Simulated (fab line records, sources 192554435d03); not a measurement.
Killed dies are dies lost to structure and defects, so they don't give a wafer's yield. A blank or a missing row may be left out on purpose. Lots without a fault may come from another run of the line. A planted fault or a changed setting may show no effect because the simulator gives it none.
fab line records | flow n5_finfet
record lots=7 wafers=39
route steps=1938 shown DUMMY_GATE@246 SD_EPI_N@288 MOL_CONTACT_COAG@615
start_h: hours from the record's first day to the start of the lot's first wafer shown | wait_h: hours since the lot's step before | " the same as in the row above | L1.1+2: a row that stands for several wafers | - no value, or no start given | * or withheld: withheld | < > ~ a bound
route shown NAME@n: a module of which the file shows steps, and the number in the route of the first | usual: mean/standard deviation of fault-free wafers | same: alike in all rows | chamber/n: place in a boat | sites: the reading at each site | _std_site: their standard deviation | _edge_site: outer sites' mean less inner sites' | radius_mm: how far each site lies from the wafer's centre | mask NAME#n: copy n | behind: the tool/chamber that last shaped the wafer | hold: why the lot was held/for how many hours/how that ended | device: the transistor (n, p or np) that didn't switch | end of line: the same wafers' tests at the end of the route | a step without rows: its recipe alone | killed: dies lost to structure and defects at the first sort, not the wafer's yield | map: a wafer's dies, x killed, . not, _ none there
set.NAME: the setting as run; set.NAME@STEP: as run at that earlier step | model.NAME: the simulator's own value behind a step, which no gauge read
lots whose settings were changed on purpose; a table a step, a row a wafer
## steps
# step N5_DUMMY_GATE_ETCH_32
# recipe chemistry=CF4 target=SiO2 target_depth_a=35 time_s=3.9 ion_energy_ev=350 pressure_mtorr=10 icp_w=800 bias_w=400 cf4_flow_sccm=80
# columns lot.wafer tool chamber start_h wait_h set.time_s model.etch.depth_nm
L076.1 rie_si-06 0 60.82 0.1 3.9 3.49
L076.2 " 2 " " 4.156 3.765
L076.3 " 1 " " 4.156 3.869
L076.4 " 3 " " 3.9 3.53
L076.5 " 2 " " 3.9 3.545
L076.6 " 3 " " 4.156 3.754
L077.1 rie_si-01 3 66.86 0.1 4.742 4.292
L077.2 " 1 " " 3.9 3.523
L077.3 " 2 " " 4.742 4.551
L077.4 " 0 " " 3.9 3.356
L077.5 " 0 " " 3.9 3.381
L077.6 " 3 " " 4.742 4.334
L078.1 rie_si-06 1 69.51 0.1 4.147 3.85
L078.2 " 0 " " 3.9 3.455
L078.3 " 3 " " 3.9 3.549
L078.4 " 2 " " 4.147 3.725
L078.5 " 3 " " 3.9 3.51
L078.6 " 2 " " 4.147 3.749
L080.1 rie_si-04 3 82.68 0.1 3.9 3.381
L080.2 " 1 " " 3.9 3.438
L080.3 " 2 " " 4.148 3.77
L080.4 " 0 " " 3.9 3.48
L080.5 " 1 " " 4.148 3.658
L080.6 " 0 " " 4.148 3.705
L083.1 rie_si-04 1 103.54 0.1 3.9 3.422
L083.2 " 0 " " 4.6 4.082
L083.3 " 2 " " 3.9 3.566
L083.4 " 3 " " 3.9 3.37
L083.5 " 3 " " 4.6 3.982
L083.6 " 2 " " 4.6 4.171
L090.1 rie_si-04 1 144.13 0.1 3.9 3.492
L090.5 " 2 " " 3.9 3.588
L090.6 " 1 " " 3.9 3.471
L092.1 rie_si-01 1 156.44 0.1 4.628 4.179
L092.2 " 3 " " 4.628 4.125
L092.3 " 2 " " 3.9 3.745
L092.4 " 0 " " 4.628 3.969
L092.5 " 1 " " 3.9 3.532
L092.6 " 0 " " 3.9 3.334
# step N5_SD_EPI_N_EPI_21
# recipe material=Si:P dopant=P temp_c=680 pressure_torr=255 time_s=690
# columns lot.wafer tool chamber start_h wait_h set.epi_growth_time_s model.Si-P_of_SD_EPI_N_EPI_21.thk_nm
L076.1 epi_rpcvd-01 0 63.95 0.1 690 58.2
L076.2 " 0 " " 690 59.4
L076.3 " 0 " " 690 58.6
L076.4 " 0 " " 741.4 61.6
L076.5 " 0 " " 741.4 62.2
L076.6 " 0 " " 741.4 62
L077.1 epi_rpcvd-01 0 70.21 0.1 616.2 55
L077.2 " 0 " " 616.2 54.6
L077.3 " 0 " " 690 58.6
L077.4 " 0 " " 690 59.8
L077.5 " 0 " " 616.2 54.4
L077.6 " 0 " " 690 58.8
L078.1+2+4 epi_rpcvd-03 0 72.87 0.1 758.6 63.2
L078.3 " 0 " " 690 58.4
L078.5 " 0 " " 690 59
L078.6 " 0 " " 690 59.4
L080.1+6 epi_rpcvd-03 0 86.08 0.1 690 59.8
L080.2 " 0 " " 690 59
L080.3+4 " 0 " " 690 59.4
L080.5 " 0 " " 690 59.2
L083.1 epi_rpcvd-01 0 107.40 0.1 690 59.8
L083.2+3 " 0 " " 731.1 61.6
L083.4+6 " 0 " " 690 59.2
L083.5 " 0 " " 731.1 62
L090.1 epi_rpcvd-03 0 147.57 0.2 690 58.8
L090.5+6 " 0 149.06 1.5 690 59
L092.1 epi_rpcvd-03 0 159.90 0.2 629.3 55.2
L092.2 " 0 " " 690 58
L092.3 " 0 " " 629.3 55.4
L092.4 " 0 " " 690 59
L092.5 " 0 " " 629.3 55.8
L092.6 " 0 " " 690 57.4
# step N5_SD_EPI_N_PRECLEAN_24
# recipe chemistry=O3/DIW time_s=60 temp_c=22 o3_ppm=10
# columns lot.wafer tool chamber start_h wait_h set.epi_growth_time_s@SD_EPI_N_EPI_21 model.Si-P_of_SD_EPI_N_EPI_21.thk_nm
L076.1 wet_bench-02 5 65.72 0.0 690 57.8
L076.2 " 7 " " 690 59
L076.3 " 0 " " 690 58.2
L076.4 " 6 " " 741.4 61.2
L076.5 " 1 " " 741.4 61.8
L076.6 " 4 " " 741.4 61.6
L077.1 wet_bench-02 7 71.97 0.0 616.2 54.6
L077.2 " 0 " " 616.2 54.2
L077.3 " 5 " " 690 58.2
L077.4 " 1 " " 690 59.4
L077.5 " 2 " " 616.2 54
L077.6 " 6 " " 690 58.4
L078.1+2+4 wet_bench-06 7,2,4 74.65 0.0 758.6 62.8
L078.3 " 5 " " 690 58
L078.5 " 6 " " 690 58.6
L078.6 " 3 " " 690 59
L080.1+6 wet_bench-03 1,0 87.83 0.0 690 59.4
L080.2 " 5 " " 690 58.6
L080.3+4 " 4,3 " " 690 59
L080.5 " 2 " " 690 58.8
L083.1 wet_bench-03 7 109.15 0.0 690 59.4
L083.2+3 " 6,1 " " 731.1 61.2
L083.4+6 " 5,0 " " 690 58.8
L083.5 " 2 " " 731.1 61.4
L090.1+5+6 wet_bench-06 5,0,7 149.88 0.0 690 58.6
L092.1+3 wet_bench-06 5,1 162.22 0.0 629.3 55
L092.2 " 6 " " 690 57.6
L092.4 " 2 " " 690 58.6
L092.5 " 0 " " 629.3 55.4
L092.6 " 7 " " 690 57
# step N5_MOL_CONTACT_COAG_VIA_ETCH_117
# recipe chemistry=C4F6/O2 target_depth_a=400 overetch_a=80 mask_material=SOC target=SiO2 bias_w=455 pressure_mtorr=10 time_s=26 source_w=325 Ar_flow_sccm=300 C4F6_flow_sccm=10 O2_flow_sccm=10 ion_energy_ev=575.3 ends=end_point
# usual rf_vpp_V=1585/26
# columns lot.wafer tool chamber start_h wait_h set.bias_w rf_vpp_V
L076.1 rie_diel-04 3 118.38 0.0 455 1593
L076.2 " 2 " " 455 1580
L076.3 " 1 " " 496.4 1669
L076.4 " 0 " " 496.4 1669
L076.5 " 1 " " 496.4 1669
L076.6 " 2 " " 455 1580
L077.1 rie_diel-02 3 122.15 0.0 455 1626
L077.2 " 1 " " 455 1568
L077.3 " 2 " " 485.9 1632
L077.4 " 0 " " 485.9 1654
L077.5 " 2 " " 485.9 1633
L077.6 " 1 " " 455 1568
L078.1 rie_diel-02 1 123.02 0.0 375.9 1358
L078.2 " 0 " " 455 1575
L078.3 " 2 " " 375.9 1346
L078.4 " 3 " " 455 1625
L078.5 " 3 " " 375.9 1409
L078.6 " 2 " " 455 1555
L080.1 rie_diel-02 1 135.59 0.0 455 1566
L080.2 " 0 " " 534.2 1774
L080.3 " 2 " " 455 1553
L080.4 " 3 " " 455 1623
L080.5 " 2 " " 534.2 1750
L080.6 " 1 " " 534.2 1768
L083.1 rie_diel-04 2 157.97 0.0 455 1580
L083.2 " 3 " " 455 1593
L083.3 " 1 " " 521.6 1732
L083.4 " 0 " " 455 1562
L083.5 " 3 " " 521.6 1764
L083.6 " 0 " " 521.6 1729
L090.1 rie_diel-02 3 200.72 0.0 455 1626
L090.5 " 2 " " 455 1554
L090.6 " 3 " " 455 1624
L092.1 rie_diel-04 2 209.86 0.0 455 1579
L092.2 " 3 " " 455 1594
L092.3 " 0 " " 504.4 1686
L092.4 " 1 " " 504.4 1688
L092.5 " 1 " " 504.4 1688
L092.6 " 0 " " 455 1563
## key
split step=N5_DUMMY_GATE_ETCH_32 setting=time_s stated=3.9 by=wafer
response step=N5_DUMMY_GATE_ETCH_32 reading=model.etch.depth_nm change=+0.038 per=1% r=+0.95
split step=N5_SD_EPI_N_EPI_21 setting=epi_growth_time_s stated=690 by=wafer
response step=N5_SD_EPI_N_EPI_21 reading=model.Si-P_of_SD_EPI_N_EPI_21.thk_nm change=+0.395 per=1% r=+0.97
response step=N5_SD_EPI_N_PRECLEAN_24 reading=model.Si-P_of_SD_EPI_N_EPI_21.thk_nm change=+0.392 per=1% r=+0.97
split step=N5_MOL_CONTACT_COAG_VIA_ETCH_117 setting=bias_w stated=455 by=wafer
response step=N5_MOL_CONTACT_COAG_VIA_ETCH_117 reading=rf_vpp_V change=+10.9 per=1% r=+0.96
